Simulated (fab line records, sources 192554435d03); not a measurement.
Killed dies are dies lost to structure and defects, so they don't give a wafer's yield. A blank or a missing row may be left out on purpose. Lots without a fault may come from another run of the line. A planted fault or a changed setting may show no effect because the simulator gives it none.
Tool commonality check | flow n5_finfet | 8 lots, 24 wafers sampled

WHY IT WAS OPENED
At N5_SPACER0_INSPECT_04 the reading raw_defect_count is flagged on 2 of 8 lots. Wafers without a fault read 129, standard deviation 27.
Rule: a lot is flagged when every wafer of it that has a number lies more than 4 standard deviations from that mean, or none has a number. The other lots count as sound.

lot  | measured    | on                | raw_defect_count, wafer by wafer | flag
L979 | day 5 00:49 | defect_inspect-01 | 154 129 179                      |
L980 | day 5 05:12 | defect_inspect-02 | 127 143 138                      |
L981 | day 5 12:58 | defect_inspect-01 | 168 117 156                      |
L986 | day 6 17:40 | defect_inspect-02 | 1279 1188 1270                   | FLAGGED
L987 | day 7 00:43 | defect_inspect-02 | 1243 1246 1213                   | FLAGGED
L990 | day 7 18:24 | defect_inspect-02 | 99 121 85                        |
L991 | day 8 02:14 | defect_inspect-01 | 153 172 149                      |
L993 | day 8 14:44 | defect_inspect-02 | 150 91 127                       |
The numbers of the flagged lots are 1240 on average: +1111 against the usual, or +41 standard deviations.

WHICH TOOL RAN EACH LOT
The record holds 3 process steps before the reading, out of a route of 1938 steps. In each cell: the tool, then ch and the chambers that the sampled wafers went through, then the start.
lot  | flag    | N5_DUMMY_GATE_ETCH_31             | N5_DUMMY_GATE_ETCH_44           | N5_SPACER0_ALD_08
L979 |         | rie_diel-01 ch 0,3, day 4 22:59   | rie_si-05 ch 0,1,3, day 4 23:19 | ald_sin-04 ch 0,2,3, day 5 00:40
L980 |         | rie_diel-05 ch 1,2,3, day 5 03:52 | rie_si-01 ch 0,1,3, day 5 04:12 | ald_sin-02 ch 0,2,3, day 5 05:02
L981 |         | rie_diel-01 ch 0,2,3, day 5 11:38 | rie_si-01 ch 1,2, day 5 11:58   | ald_sin-02 ch 1,2,3, day 5 12:49
L986 | FLAGGED | rie_diel-05 ch 0,1, day 6 15:45   | rie_si-05 ch 0,1,3, day 6 16:05 | ald_sin-02 ch 1,2,3, day 6 17:30
L987 | FLAGGED | rie_diel-03 ch 1,2,3, day 6 23:14 | rie_si-06 ch 1,2,3, day 6 23:35 | ald_sin-02 ch 0,1,3, day 7 00:34
L990 |         | rie_diel-03 ch 0,1,2, day 7 17:04 | rie_si-05 ch 0,1,2, day 7 17:25 | ald_sin-01 ch 0,2, day 7 18:15
L991 |         | rie_diel-03 ch 0,2,3, day 8 00:37 | rie_si-05 ch 0,1,3, day 8 00:57 | ald_sin-01 ch 1,2,3, day 8 02:04
L993 |         | rie_diel-05 ch 0,1,3, day 8 12:10 | rie_si-05 ch 0,1, day 8 12:31   | ald_sin-04 ch 0,1,3, day 8 14:34
What these steps do:
- N5_DUMMY_GATE_ETCH_31: etches SiO2 in C4F6/O2, target depth 82.5 nm, time 27.5 s.
- N5_DUMMY_GATE_ETCH_44: etches poly-Si in HBr/O2, stops on SiO2, target depth 127.5 nm.
- N5_SPACER0_ALD_08: deposits SiNx, target thk 2 nm.
- N5_SPACER0_INSPECT_04: inspects for defects (darkfield).

FLAGGED OVER TOTAL, TOOL BY TOOL (the gauges that took the reading come last)
step                  | tool              | lots run | flagged | share of the flagged lots | sound lots run after its first flagged lot
N5_DUMMY_GATE_ETCH_31 | rie_diel-01       | 2        | 0       | none                      | -
N5_DUMMY_GATE_ETCH_31 | rie_diel-03       | 3        | 1       | some                      | 2 (L990,L991)
N5_DUMMY_GATE_ETCH_31 | rie_diel-05       | 3        | 1       | some                      | 1 (L993)
N5_DUMMY_GATE_ETCH_44 | rie_si-01         | 2        | 0       | none                      | -
N5_DUMMY_GATE_ETCH_44 | rie_si-05         | 5        | 1       | some                      | 3 (L990,L991,L993)
N5_DUMMY_GATE_ETCH_44 | rie_si-06         | 1        | 1       | some                      | 0
N5_SPACER0_ALD_08     | ald_sin-01        | 2        | 0       | none                      | -
N5_SPACER0_ALD_08     | ald_sin-02        | 4        | 2       | all                       | 0
N5_SPACER0_ALD_08     | ald_sin-04        | 2        | 0       | none                      | -
N5_SPACER0_INSPECT_04 | defect_inspect-01 | 3        | 0       | none                      | -
N5_SPACER0_INSPECT_04 | defect_inspect-02 | 5        | 2       | all                       | 2 (L990,L993)

WHAT THE TABLE ALLOWS
2 rows of the table ran every flagged lot: ald_sin-02 at N5_SPACER0_ALD_08, defect_inspect-02 at N5_SPACER0_INSPECT_04.
- ald_sin-02 at N5_SPACER0_ALD_08: 2 of its 4 lots flagged. Its last sound lot is L981 (day 5 12:49), its first flagged lot L986 (day 6 17:30): a fault that began between those two fits.
- defect_inspect-02 at N5_SPACER0_INSPECT_04: 2 of its 5 lots flagged. Sound lots ran on it after the first flagged one (L990, L993), which a lasting fault on the whole tool wouldn't allow.
One tool is left: ald_sin-02 at N5_SPACER0_ALD_08.

WHAT THE SIMULATOR HAD PUT IN
Chamber particle source: ald_sin-02, from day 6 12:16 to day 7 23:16, at N5_SPACER0_ALD_08. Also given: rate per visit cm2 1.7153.
Lots struck among those shown: L986, L987. The rule above found the same.
